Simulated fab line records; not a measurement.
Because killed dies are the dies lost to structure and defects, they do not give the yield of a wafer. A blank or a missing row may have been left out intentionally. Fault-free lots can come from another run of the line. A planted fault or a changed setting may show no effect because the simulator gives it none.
fab line records    flow n5Finfet
record: lots: 24  wafers: 72  lastDay: 18
route steps=1938 shown BEOL_M0_SAQP@652 BEOL_M0@730
lots untouched by any fault: they come from a run of this same line in which no faults occurred
startH: hours from the record's opening day to when the first of the lot's shown wafers began    waitH: hours from the lot's prior step to this one    " repeats the value in the row above    L1.1+2: several wafers, shown together as one row    - no value present, or no start provided    * or withheld: withheld    < > ~ a bound
route shown NAME@n: names a module that has steps shown in the file, with the first one's number in the route    usual: mean and standard deviation over wafers with no fault    same: alike in all rows    chamber/n: place in a boat    sites: each site's reading    _std_site: the values' standard deviation    _edge_site: outer sites' mean less inner sites'    radiusMm: for every site, how far away it sits from the centre of the wafer    mask NAME#n: copy n    behind: the last tool/chamber to shape the wafer    hold: why the lot was held/for how many hours/how that ended    device: the transistor (n, p or np) that didn't switch    end of line: at the end of the route, the tests of the same wafers    a step without rows: its recipe alone    killed: count of dies lost to structure and defects at first sort (not the wafer's yield)    map: shows each die of a wafer: x if killed, . if not, _ if none is there
set.NAME: the setting that was run; set.NAME@STEP: the one run at that earlier step    model.NAME: the simulator's own value behind a step, which no gauge read
a sample of lots followed through the steps of the route, with each step as a table and each wafer as a row
services: a tool's chamber out of use, with start hour (startH, from the record's first day; less than 0 if before it), hours out, and reason
== steps ==
step: N5_BEOL_M0_SAQP_DESCUM_19
recipe: chemistry: O2  timeS: 7.9  sourcePowerW: 50  biasPowerW: 20  pressureMtorr: 20  rfFrequencyHz: 2.712e+07  tempC: 40  resist: CAR-ArF  o2FlowSccm: 225
usual: drypumpMotorCurrentA: 6.0/0.41  o2FlowSccm: 225.1/0.75  oesProductAu: 0.79/0.096  rfVppV: 243.2/1.1  showerheadPlenumPTorr: 2.08/0.058  throttleValvePct: 20.41/0.24
lot.wafer  tool        chamber  startH  waitH  drypumpMotorCurrentA  o2FlowSccm  oesProductAu  rfHoursCounterH  rfVppV  showerheadPlenumPTorr  throttleValvePct
L074.3     rieDiel-02  3        108.46  0.5    5.8                   223.3       0.76          161              243.3   1.99                   20.06
L074.4     "           0        "       "      6.7                   225.4       0.93          28               244.2   2.15                   20.08
L074.6     "           0        "       "      6.7                   225.6       0.93          -                244.3   2.15                   20.09
L075.1     rieDiel-01  1        121.61  0.3    6.1                   224.7       0.95          10               242.1   2.06                   20.54
L075.2     "           3        "       "      5.8                   224.9       0.73          183              243.3   2.06                   20.29
L075.4     "           0        "       "      6.2                   225.2       0.69          242              243.9   2.11                   20.29
L076.2     rieDiel-03  1        122.81  0.1    5.8                   225.8       0.68          244              241.7   2.05                   20.51
L076.3     "           0        "       "      5.2                   224.8       0.81          91               244.3   2.13                   20.41
L076.4     "           2        "       "      6.6                   225.7       0.73          197              243.1   2.10                   20.49
L077.2     rieDiel-03  3        126.16  0.0    6.4                   225.4       0.72          191              244.8   2.17                   20.47
L077.5     "           2        "       "      6.6                   224.8       0.73          -                244.1   2.10                   20.51
L077.6     "           1        "       "      5.8                   225.0       0.69          -                242.8   2.05                   20.50
L078.1     rieDiel-03  2        133.16  0.2    6.5                   224.2       0.72          200              242.7   2.10                   20.52
L078.4     "           3        "       "      6.4                   226.0       0.71          194              243.7   2.17                   20.49
L078.5     "           3        "       "      6.4                   226.3       0.71          -                245.0   2.17                   20.48
L079.3     rieDiel-02  1        134.97  0.0    5.7                   224.8       0.75          144              241.3   2.02                   20.91
L079.4     "           0        "       "      6.7                   225.2       0.90          37               243.2   2.15                   20.10
L079.6     "           2        "       "      5.7                   224.0       0.67          -                242.4   1.96                   20.65
L080.1     rieDiel-01  3        141.27  0.1    5.9                   225.0       0.73          189              242.2   2.06                   20.31
L080.3     "           2        "       "      6.0                   223.6       0.72          150              244.2   2.17                   20.54
L080.4     "           1        "       "      6.0                   224.6       0.94          16               243.8   2.06                   20.56
L081.2     rieDiel-01  2        149.84  0.2    6.0                   224.8       0.72          153              245.5   2.16                   20.53
L081.3     "           1        "       "      6.1                   225.4       0.93          20               241.5   2.06                   20.54
L081.5     "           3        "       "      5.9                   225.9       0.72          -                245.0   2.06                   20.33
L082.3     rieDiel-03  0        155.79  0.0    5.2                   223.8       0.80          101              243.7   2.13                   20.41
L082.4     "           3        "       "      6.4                   224.6       0.71          -                243.5   2.16                   20.47
L082.6     "           0        "       "      5.2                   223.8       0.80          -                244.3   2.13                   20.42
L083.4     rieDiel-01  2        161.11  0.0    6.0                   224.2       0.72          157              244.8   2.16                   20.52
L083.5     "           1        "       "      6.0                   225.7       0.92          -                241.5   2.06                   20.54
L083.6     "           2        "       "      6.0                   224.9       0.71          -                246.3   2.16                   20.54
L084.2     rieDiel-03  0        172.90  0.2    5.2                   223.9       0.79          108              243.9   2.12                   20.44
L084.4     "           2        "       "      6.5                   225.1       0.71          215              242.9   2.09                   20.55
L084.6     "           2        "       "      6.6                   225.3       0.71          -                243.2   2.09                   20.53
L085.1     rieDiel-02  3        174.69  0.0    5.8                   225.4       0.75          178              240.4   1.98                   20.09
L085.2     "           2        "       "      5.7                   226.5       0.66          241              241.9   1.95                   20.69
L085.6     "           1        "       "      5.7                   225.7       0.75          -                241.6   2.02                   20.94
L086.2     rieDiel-02  0        181.15  0.3    6.6                   224.2       0.88          52               243.6   2.14                   20.12
L086.5     "           3        "       "      5.8                   226.2       0.74          -                242.0   1.98                   20.08
L086.6     "           0        "       "      6.6                   224.5       0.89          -                244.6   2.14                   20.13
L087.2     rieDiel-03  0        191.89  0.2    5.3                   225.5       0.79          115              243.2   2.12                   20.45
L087.3     "           3        "       "      6.4                   223.6       0.71          209              244.6   2.16                   20.51
L087.6     "           2        "       "      6.6                   225.4       0.71          -                243.6   2.09                   20.55
L088.1     rieDiel-01  3        192.13  0.0    5.9                   224.3       0.72          206              242.0   2.06                   20.34
L088.2     "           2        "       "      6.0                   225.0       0.72          166              244.2   2.16                   20.55
L088.3     "           1        "       "      6.1                   224.1       0.91          33               242.2   2.06                   20.57
L089.2     rieDiel-03  2        199.57  0.0    6.6                   225.3       0.71          224              243.9   2.09                   20.56
L089.4     "           3        "       "      6.4                   225.1       0.69          211              244.1   2.16                   20.50
L089.6     "           0        "       "      5.2                   226.6       0.79          -                244.0   2.12                   20.44
L090.1     rieDiel-03  0        204.56  1.0    5.2                   225.1       0.79          118              242.9   2.12                   20.44
L090.3     "           3        "       "      6.4                   224.7       0.70          213              243.3   2.16                   20.50
L090.5     "           1        "       "      5.8                   224.1       0.95          -                242.2   2.04                   20.15
L091.1     rieDiel-01  1        215.24  0.0    6.1                   224.6       0.91          36               242.5   2.06                   20.58
L091.2     "           2        "       "      6.1                   225.8       0.72          173              245.8   2.16                   20.56
L091.4     "           3        "       "      5.9                   225.6       0.71          213              244.3   2.05                   20.34
L092.1     rieDiel-02  3        215.86  0.1    5.8                   224.4       0.74          192              241.2   1.98                   20.11
L092.3     "           1        "       "      5.7                   226.2       0.74          170              241.9   2.01                   20.95
L092.4     "           1        "       "      5.7                   225.5       0.74          -                242.4   2.01                   20.94
L093.1     rieDiel-01  1        229.60  0.1    6.1                   224.5       0.89          40               242.6   2.05                   20.57
L093.5     "           0        "       "      6.2                   225.4       0.93          -                244.2   2.10                   19.88
L093.6     "           3        "       "      5.9                   225.2       0.71          -                242.7   2.05                   20.35
L094.2     rieDiel-01  0        233.47  0.0    6.2                   223.3       0.92          22               243.7   2.10                   19.89
L094.3     "           2        "       "      6.0                   225.2       0.71          179              245.6   2.16                   20.57
L094.5     "           0        "       "      6.2                   223.9       0.93          -                243.4   2.10                   19.87
L095.1     rieDiel-03  1        233.68  0.1    5.9                   224.3       0.93          23               243.2   2.04                   20.17
L095.2     "           0        "       "      5.3                   226.5       0.78          126              243.7   2.12                   20.46
L095.4     "           2        "       "      6.6                   224.9       0.70          234              242.9   2.09                   20.56
L096.4     rieDiel-03  0        246.02  0.0    5.2                   225.4       0.78          -                244.2   2.12                   20.46
L096.5     "           1        "       "      5.8                   225.0       0.92          -                243.5   2.04                   20.17
L096.6     "           2        "       "      6.6                   225.3       0.71          -                242.4   2.08                   20.58
L097.2     rieDiel-03  0        247.23  0.0    5.2                   224.8       0.78          129              242.9   2.12                   20.46
L097.4     "           1        "       "      5.9                   224.4       0.92          -                242.8   2.04                   20.18
L097.5     "           2        "       "      6.6                   225.4       0.70          -                242.8   2.08                   20.56
step: N5_BEOL_M0_SAQP_STRIP_86
recipe: chemistry: N2/H2  powerW: 500  tempC: 40  pressureMtorr: 50  rfFrequencyHz: 6e+07  overashFraction: 0.3  biasPowerW: 28  h2Frac: 0.5  n2FlowSccm: 300  h2FlowSccm: 300
usual: drypumpMotorCurrentA: 6.0/0.38  oesProductAu: 0.78/0.099  rfVppV: 121.9/1.5  showerheadPlenumPTorr: 3.33/0.099  throttleValvePct: 18.9/0.41
lot.wafer  tool        chamber  startH  waitH  drypumpMotorCurrentA  oesProductAu  rfHoursCounterH  rfVppV  showerheadPlenumPTorr  throttleValvePct
L074.3     rieDiel-02  2        108.93  0.2    5.7                   0.67          223              119.6   3.19                   19.3
L074.4     "           3        "       "      5.8                   0.76          161              121.5   3.23                   19.0
L074.6     "           1        "       "      5.8                   0.78          -                123.7   3.21                   18.9
L075.1     rieDiel-01  0        121.99  0.1    6.2                   0.70          242              123.4   3.40                   18.7
L075.2     "           3        "       "      5.9                   0.73          183              124.6   3.34                   19.4
L075.4     "           2        "       "      6.0                   0.73          145              121.0   3.48                   19.2
L076.2     rieDiel-03  1        123.32  0.2    5.9                   0.68          244              121.5   3.31                   18.6
L076.3     "           2        "       "      6.6                   0.73          197              121.1   3.33                   19.1
L076.4     "           3        "       "      6.5                   0.72          191              125.7   3.46                   19.1
L077.2     rieDiel-03  1        126.57  0.1    5.9                   0.68          245              122.2   3.31                   18.6
L077.5     "           0        "       "      5.3                   0.82          -                123.6   3.37                   18.6
L077.6     "           1        "       "      5.8                   0.67          -                121.3   3.31                   18.6
L078.1     rieDiel-02  0        133.54  0.1    6.7                   0.91          37               122.6   3.42                   18.1
L078.4     "           2        "       "      5.7                   0.68          228              121.1   3.19                   19.3
L078.5     "           3        "       "      5.8                   0.75          -                120.4   3.22                   19.1
L079.3     rieDiel-03  1        135.49  0.2    5.9                   0.68          248              123.4   3.30                   18.6
L079.4     "           0        "       "      5.2                   0.81          95               121.7   3.37                   18.6
L079.6     "           1        "       "      5.8                   0.69          -                119.5   3.30                   18.6
L080.1     rieDiel-02  0        141.64  0.1    6.7                   0.91          40               122.8   3.42                   18.1
L080.3     "           1        "       "      5.7                   0.75          146              121.4   3.20                   19.0
L080.4     "           2        "       "      5.7                   0.66          231              122.1   3.19                   19.3
L081.2     rieDiel-01  3        150.22  0.1    5.9                   0.72          193              122.6   3.34                   19.4
L081.3     "           2        "       "      6.1                   0.72          154              120.9   3.47                   19.2
L081.5     "           1        "       "      6.1                   0.94          -                122.3   3.29                   18.7
L082.3     rieDiel-01  2        156.16  0.1    6.1                   0.71          155              122.7   3.47                   19.2
L082.4     "           1        "       "      6.1                   0.92          -                121.0   3.29                   18.7
L082.6     "           3        "       "      5.9                   0.72          -                122.8   3.33                   19.5
L083.4     rieDiel-01  1        161.49  0.1    6.0                   0.91          24               120.5   3.29                   18.7
L083.5     "           0        "       "      6.2                   0.99          -                118.8   3.39                   18.3
L083.6     "           3        "       "      5.9                   0.73          -                121.6   3.33                   19.4
L084.2     rieDiel-02  2        173.28  0.1    5.7                   0.66          241              116.8   3.18                   19.3
L084.4     "           0        "       "      6.6                   0.89          50               122.2   3.41                   18.1
L084.6     "           2        "       "      5.7                   0.65          -                122.4   3.18                   19.4
L085.1     rieDiel-03  0        175.07  0.1    5.3                   0.78          109              121.3   3.36                   18.7
L085.2     "           1        "       "      5.9                   0.98          5                119.4   3.30                   18.2
L085.6     "           3        "       "      6.4                   0.70          -                120.6   3.45                   19.1
L086.2     rieDiel-02  2        181.53  0.1    5.7                   0.66          244              123.0   3.18                   19.3
L086.5     "           3        "       "      5.8                   0.75          -                122.7   3.22                   19.1
L086.6     "           0        "       "      6.7                   0.89          -                123.2   3.41                   18.1
L087.2     rieDiel-03  1        192.27  0.1    5.8                   0.96          11               121.9   3.30                   18.2
L087.3     "           3        "       "      6.4                   0.70          209              123.6   3.45                   19.1
L087.6     "           3        "       "      6.4                   0.70          -                122.7   3.45                   19.1
L088.1     rieDiel-01  1        192.50  0.1    6.0                   0.90          33               123.1   3.28                   18.8
L088.2     "           2        "       "      6.1                   0.72          166              122.1   3.47                   19.2
L088.3     "           0        "       "      6.2                   0.95          11               123.6   3.39                   18.3
L089.2     rieDiel-01  3        199.95  0.1    5.9                   0.72          208              119.3   3.33                   19.5
L089.4     "           2        "       "      6.0                   0.71          169              120.6   3.47                   19.2
L089.6     "           3        "       "      5.9                   0.72          -                120.7   3.33                   19.4
L090.1     rieDiel-01  0        205.07  0.2    6.2                   0.93          15               121.0   3.39                   18.3
L090.3     "           2        "       "      6.1                   0.71          171              121.6   3.47                   19.2
L090.5     "           0        "       "      6.2                   0.93          -                119.9   3.39                   18.3
L091.1     rieDiel-02  1        215.65  0.1    5.8                   0.74          170              123.1   3.19                   19.0
L091.2     "           3        "       "      5.8                   0.74          192              122.6   3.21                   19.1
L091.4     "           1        "       "      5.8                   0.73          -                119.3   3.19                   19.0
L092.1     rieDiel-03  0        216.24  0.1    5.2                   0.78          121              123.3   3.36                   18.7
L092.3     "           2        "       "      6.6                   0.70          228              123.1   3.31                   19.2
L092.4     "           3        "       "      6.5                   0.68          215              120.9   3.45                   19.1
L093.1     rieDiel-02  3        230.06  0.1    5.8                   0.73          196              122.3   3.21                   19.1
L093.5     "           1        "       "      5.8                   0.74          -                121.2   3.19                   19.0
L093.6     "           2        "       "      5.7                   1.01          -                123.8   3.58                   19.0
L094.2     rieDiel-01  2        233.84  0.1    6.1                   0.71          179              123.3   3.46                   19.2
L094.3     "           1        "       "      6.1                   0.89          41               121.0   3.28                   18.7
L094.5     "           0        "       "      6.2                   0.92          -                122.6   3.38                   18.3
L095.1     rieDiel-03  1        234.05  0.1    5.8                   0.93          23               119.3   3.29                   18.2
L095.2     "           2        "       "      6.6                   0.70          234              119.8   3.31                   19.1
L095.4     "           3        "       "      6.5                   0.69          220              121.6   3.44                   19.2
L096.4     rieDiel-02  2        246.37  0.1    5.7                   1.00          6                122.0   3.58                   19.0
L096.5     "           3        "       "      5.9                   0.73          -                118.9   3.21                   19.1
L096.6     "           0        "       "      6.7                   0.86          -                123.6   3.40                   18.2
L097.2     rieDiel-02  2        247.67  0.1    5.7                   0.99          6                122.0   3.58                   19.0
L097.4     "           1        "       "      5.7                   0.74          177              120.3   3.19                   19.0
L097.5     "           0        "       "      6.7                   0.86          -                121.9   3.40                   18.1
step: N5_BEOL_M0_SAQP_CD_MEAS_40
recipe: targetCdNm: 30  landingEnergyEv: 500  detector: seInlens
usual: cdNm: 29.96/0.25
lot.wafer  tool      chamber  startH  waitH  cdNm
L074.3     cdSem-02  0        112.19  -      29.95
L074.4     "         0        "       "      29.79
L074.6     "         0        "       "      29.94
L075.1     cdSem-02  0        125.72  -      29.64
L075.2     "         0        "       "      30.11
L075.4     "         0        "       "      29.99
L076.2     cdSem-01  0        126.83  -      30.20
L076.3     "         0        "       "      29.95
L076.4     "         0        "       "      30.09
L077.2     cdSem-03  0        130.20  -      30.12
L077.5     "         0        "       "      29.64
L077.6     "         0        "       "      29.92
L078.1     cdSem-01  0        136.90  -      30.22
L078.4     "         0        "       "      29.62
L078.5     "         0        "       "      30.13
L079.3     cdSem-03  0        139.26  -      29.81
L079.4     "         0        "       "      30.00
L079.6     "         0        "       "      29.84
L080.1     cdSem-02  0        145.41  -      29.86
L080.3     "         0        "       "      29.68
L080.4     "         0        "       "      30.12
L081.2     cdSem-01  0        153.47  -      30.08
L081.3     "         0        "       "      30.06
L081.5     "         0        "       "      29.82
L082.3     cdSem-03  0        160.58  -      30.22
L082.4     "         0        "       "      29.79
L082.6     "         0        "       "      30.03
L083.4     cdSem-01  0        165.30  -      30.30
L083.5     "         0        "       "      30.22
L083.6     "         0        "       "      29.71
L084.2     cdSem-02  0        176.99  -      30.09
L084.4     "         0        "       "      29.92
L084.6     "         0        "       "      30.12
L085.1     cdSem-02  0        178.67  -      30.01
L085.2     "         0        "       "      30.46
L085.6     "         0        "       "      30.15
L086.2     cdSem-01  0        185.37  -      29.63
L086.5     "         0        "       "      29.61
L086.6     "         0        "       "      30.08
L087.2     cdSem-02  0        195.66  -      29.68
L087.3     "         0        "       "      29.55
L087.6     "         0        "       "      29.60
L088.1     cdSem-01  0        195.89  -      29.82
L088.2     "         0        "       "      29.89
L088.3     "         0        "       "      29.43
L089.2     cdSem-01  0        203.66  -      30.24
L089.4     "         0        "       "      29.50
L089.6     "         0        "       "      29.79
L090.1     cdSem-01  0        208.44  -      29.89
L090.3     "         0        "       "      30.15
L090.5     "         0        "       "      29.74
L091.1     cdSem-03  0        219.38  -      29.83
L091.2     "         0        "       "      29.68
L091.4     "         0        "       "      29.91
L092.1     cdSem-01  0        219.99  -      29.86
L092.3     "         0        "       "      30.02
L092.4     "         0        "       "      30.23
L093.1     cdSem-03  0        233.44  -      30.03
L093.5     "         0        "       "      30.07
L093.6     "         0        "       "      30.25
L094.2     cdSem-03  0        240.34  -      29.67
L094.3     "         0        "       "      30.02
L094.5     "         0        "       "      30.04
L095.1     cdSem-03  0        240.59  -      30.27
L095.2     "         0        "       "      29.77
L095.4     "         0        "       "      29.82
L096.4     cdSem-03  0        250.42  -      30.49
L096.5     "         0        "       "      30.09
L096.6     "         0        "       "      30.03
L097.2     cdSem-03  0        252.72  -      29.84
L097.4     "         0        "       "      30.22
L097.5     "         0        "       "      29.86
step: N5_BEOL_M0_SAQP_OVL_MEAS_41
recipe: pointsPerWafer: 522
usual: M0_CUT1_OVL: -0.7/0.57
lot.wafer  tool        chamber  startH  waitH  M0_CUT1_OVL[nm]
L074.3     overlay-02  0        112.23  0.0    -1.1
L074.4     "           0        "       "      -0.1
L074.6     "           0        "       "      -0.6
L075.1     overlay-01  0        125.75  0.0    -1.4
L075.2     "           0        "       "      -1.5
L075.4     "           0        "       "      -1.2
L076.2     overlay-01  0        126.86  0.0    -1.2
L076.3     "           0        "       "      0.1
L076.4     "           0        "       "      -0.1
L077.2     overlay-02  0        130.24  0.0    -1.0
L077.5     "           0        "       "      0.5
L077.6     "           0        "       "      -0.5
L078.1     overlay-02  0        136.93  0.0    -0.9
L078.4     "           0        "       "      -0.4
L078.5     "           0        "       "      -1.5
L079.3     overlay-02  0        139.30  0.0    -1.0
L079.4     "           0        "       "      -0.7
L079.6     "           0        "       "      -0.5
L080.1     overlay-01  0        145.44  0.0    -1.3
L080.3     "           0        "       "      -1.0
L080.4     "           0        "       "      -1.0
L081.2     overlay-02  0        153.51  0.0    0.1
L081.3     "           0        "       "      -0.2
L081.5     "           0        "       "      -0.7
L082.3     overlay-01  0        160.62  0.0    -1.0
L082.4     "           0        "       "      -0.5
L082.6     "           0        "       "      -0.8
L083.4     overlay-01  0        165.35  0.0    -0.9
L083.5     "           0        "       "      -0.4
L083.6     "           0        "       "      -0.7
L084.2     overlay-01  0        177.02  0.0    -0.2
L084.4     "           0        "       "      0.8
L084.6     "           0        "       "      0.0
L085.1     overlay-01  0        178.70  0.0    0.0
L085.2     "           0        "       "      -0.5
L085.6     "           0        "       "      -0.5
L086.2     overlay-01  0        185.41  0.0    -0.6
L086.5     "           0        "       "      -0.6
L086.6     "           0        "       "      -0.7
L087.2     overlay-02  0        195.70  0.0    0.4
L087.3     "           0        "       "      -0.4
L087.6     "           0        "       "      -0.3
L088.1     overlay-01  0        195.92  0.0    -1.6
L088.2     "           0        "       "      -0.8
L088.3     "           0        "       "      -1.3
L089.2     overlay-01  0        203.70  0.0    -1.1
L089.4     "           0        "       "      -1.0
L089.6     "           0        "       "      -0.9
L090.1     overlay-01  0        208.47  0.0    -1.2
L090.3     "           0        "       "      -0.7
L090.5     "           0        "       "      -1.1
L091.1     overlay-01  0        219.42  0.0    -0.4
L091.2     "           0        "       "      -0.5
L091.4     "           0        "       "      -0.9
L092.1     overlay-01  0        220.02  0.0    -1.1
L092.3     "           0        "       "      -1.9
L092.4     "           0        "       "      -0.5
L093.1     overlay-01  0        233.47  0.0    -0.8
L093.5     "           0        "       "      -2.0
L093.6     "           0        "       "      -1.1
L094.2     overlay-01  0        240.38  0.0    -0.9
L094.3     "           0        "       "      -1.6
L094.5     "           0        "       "      -1.7
L095.1     overlay-01  0        240.62  0.0    -1.1
L095.2     "           0        "       "      0.0
L095.4     "           0        "       "      0.1
L096.4     overlay-01  0        250.46  0.0    -1.4
L096.5     "           0        "       "      -0.4
L096.6     "           0        "       "      -1.4
L097.2     overlay-02  0        252.76  0.0    -0.6
L097.4     "           0        "       "      -0.1
L097.5     "           0        "       "      0.4
step: N5_BEOL_M0_PRE_CLEAN_113
recipe: gas: H2/He  timeS: 30  tempC: 250
usual: heaterPowerW: 325/22
lot.wafer  tool           chamber  startH  waitH  heaterPowerW
L074.3     pvdSputter-02  -        120.66  0.0    307
L074.4     "              -        "       "      359
L074.6     "              -        "       "      367
L075.1     pvdSputter-03  -        131.86  0.0    315
L075.2     "              -        "       "      322
L075.4     "              -        "       "      359
L076.2     pvdSputter-03  -        131.94  0.0    314
L076.3     "              -        "       "      353
L076.4     "              -        "       "      346
L077.2     pvdSputter-02  -        133.47  0.0    330
L077.5     "              -        "       "      308
L077.6     "              -        "       "      378
L078.1     pvdSputter-01  -        140.91  0.0    332
L078.4     "              -        "       "      306
L078.5     "              -        "       "      311
L079.3     pvdSputter-01  -        143.43  0.0    299
L079.4     "              -        "       "      306
L079.6     "              -        "       "      305
L080.1     pvdSputter-01  -        150.37  0.0    330
L080.3     "              -        "       "      299
L080.4     "              -        "       "      303
L081.2     pvdSputter-03  -        159.70  0.0    317
L081.3     "              -        "       "      312
L081.5     "              -        "       "      356
L082.3     pvdSputter-01  -        166.22  0.0    329
L082.4     "              -        "       "      310
L082.6     "              -        "       "      337
L083.4     pvdSputter-03  -        169.14  0.0    328
L083.5     "              -        "       "      314
L083.6     "              -        "       "      364
L084.2     pvdSputter-01  -        180.23  0.0    296
L084.4     "              -        "       "      334
L084.6     "              -        "       "      314
L085.1     pvdSputter-03  -        183.09  0.0    317
L085.2     "              -        "       "      312
L085.6     "              -        "       "      346
L086.2     pvdSputter-02  -        192.03  0.0    336
L086.5     "              -        "       "      327
L086.6     "              -        "       "      363
L087.2     pvdSputter-01  -        199.49  0.0    318
L087.3     "              -        "       "      296
L087.6     "              -        "       "      297
L088.1     pvdSputter-02  -        199.56  0.0    302
L088.2     "              -        "       "      363
L088.3     "              -        "       "      369
L089.2     pvdSputter-01  -        215.44  0.0    303
L089.4     "              -        "       "      336
L089.6     "              -        "       "      303
L090.1     pvdSputter-03  -        215.48  0.0    314
L090.3     "              -        "       "      318
L090.5     "              -        "       "      317
L091.1     pvdSputter-03  -        225.12  0.0    312
L091.2     "              -        "       "      355
L091.4     "              -        "       "      314
L092.1     pvdSputter-01  -        225.23  0.0    305
L092.3     "              -        "       "      331
L092.4     "              -        "       "      301
L093.1     pvdSputter-01  -        237.09  0.0    315
L093.5     "              -        "       "      331
L093.6     "              -        "       "      315
L094.2     pvdSputter-02  -        249.51  0.0    374
L094.3     "              -        "       "      316
L094.5     "              -        "       "      311
L095.1     pvdSputter-03  -        249.65  0.0    356
L095.2     "              -        "       "      313
L095.4     "              -        "       "      351
L096.4     pvdSputter-01  -        258.58  0.0    333
L096.5     "              -        "       "      328
L096.6     "              -        "       "      303
L097.2     pvdSputter-01  -        258.66  0.0    309
L097.4     "              -        "       "      312
L097.5     "              -        "       "      304
step: N5_BEOL_M0_ANNEAL_135
recipe: tempC: 400  timeS: 60  ambient: vacuum
usual: heaterPowerW: 818/57
lot.wafer  tool           chamber  startH  waitH  heaterPowerW
L074.3     pvdSputter-02  -        121.60  0.0    910
L074.4     "              -        "       "      830
L074.6     "              -        "       "      819
L075.1     pvdSputter-01  -        132.72  0.0    742
L075.2     "              -        "       "      781
L075.4     "              -        "       "      815
L076.2     pvdSputter-03  -        132.92  0.0    870
L076.3     "              -        "       "      875
L076.4     "              -        "       "      798
L077.2     pvdSputter-01  -        134.77  0.0    825
L077.5     "              -        "       "      750
L077.6     "              -        "       "      765
L078.1     pvdSputter-02  -        141.90  0.0    910
L078.4     "              -        "       "      905
L078.5     "              -        "       "      773
L079.3     pvdSputter-01  -        144.33  0.0    806
L079.4     "              -        "       "      744
L079.6     "              -        "       "      777
L080.1     pvdSputter-02  -        153.26  0.0    753
L080.3     "              -        "       "      939
L080.4     "              -        "       "      815
L081.2     pvdSputter-02  -        160.71  0.0    922
L081.3     "              -        "       "      830
L081.5     "              -        "       "      761
L082.3     pvdSputter-02  -        167.95  0.0    900
L082.4     "              -        "       "      809
L082.6     "              -        "       "      928
L083.4     pvdSputter-01  -        171.48  0.0    821
L083.5     "              -        "       "      750
L083.6     "              -        "       "      823
L084.2     pvdSputter-03  -        181.70  0.0    798
L084.4     "              -        "       "      855
L084.6     "              -        "       "      863
L085.1     pvdSputter-01  -        185.55  0.0    752
L085.2     "              -        "       "      799
L085.6     "              -        "       "      811
L086.2     pvdSputter-01  -        192.89  0.0    726
L086.5     "              -        "       "      759
L086.6     "              -        "       "      794
L087.2     pvdSputter-01  -        202.10  0.0    750
L087.3     "              -        "       "      816
L087.6     "              -        "       "      773
L088.1     pvdSputter-02  -        202.14  0.0    890
L088.2     "              -        "       "      779
L088.3     "              -        "       "      894
L089.2     pvdSputter-01  -        216.54  0.0    822
L089.4     "              -        "       "      743
L089.6     "              -        "       "      766
L090.1     pvdSputter-03  -        216.80  0.0    887
L090.3     "              -        "       "      774
L090.5     "              -        "       "      761
L091.1     pvdSputter-03  -        226.12  0.0    796
L091.2     "              -        "       "      883
L091.4     "              -        "       "      806
L092.1     pvdSputter-03  -        226.56  0.0    788
L092.3     "              -        "       "      856
L092.4     "              -        "       "      785
L093.1     pvdSputter-03  -        238.38  0.0    788
L093.5     "              -        "       "      798
L093.6     "              -        "       "      787
L094.2     pvdSputter-02  -        250.29  0.0    903
L094.3     "              -        "       "      920
L094.5     "              -        "       "      938
L095.1     pvdSputter-03  -        250.68  0.0    791
L095.2     "              -        "       "      791
L095.4     "              -        "       "      889
L096.4     pvdSputter-01  -        259.42  0.0    730
L096.5     "              -        "       "      752
L096.6     "              -        "       "      842
L097.2     pvdSputter-03  -        259.60  0.0    794
L097.4     "              -        "       "      905
L097.5     "              -        "       "      868
== services ==
tool           chamber  startH  hours  kind
pvdSputter-02  -        101.43  1.7    repair
rieDiel-02     2        114.71  9.7    repair
pvdSputter-01  -        118.52  3.9    repair
rieDiel-03     1        142.19  -      clean
rieDiel-03     1        142.19  -      consumableReplace:focusRing
rieDiel-03     1        142.19  18.4   scheduledDown
rieDiel-03     1        142.19  18.4   ventCycle
rieDiel-01     0        143.73  -      clean
rieDiel-01     0        143.73  -      consumableReplace:focusRing
rieDiel-01     0        143.73  12.9   scheduledDown
rieDiel-01     0        143.73  12.9   ventCycle
rieDiel-02     3        159.82  13.2   repair
rieDiel-01     -        185.38  2.8    pm
rieDiel-02     2        203.25  -      clean
rieDiel-02     2        203.25  -      consumableReplace:focusRing
rieDiel-02     2        203.25  -      consumableReplace:showerhead
rieDiel-02     2        203.25  16.7   scheduledDown
rieDiel-02     2        203.25  16.7   ventCycle
rieDiel-01     1        203.57  9.8    repair
rieDiel-01     3        254.41  9.7    repair
rieDiel-02     3        255.88  9.2    repair
== key ==
fault none
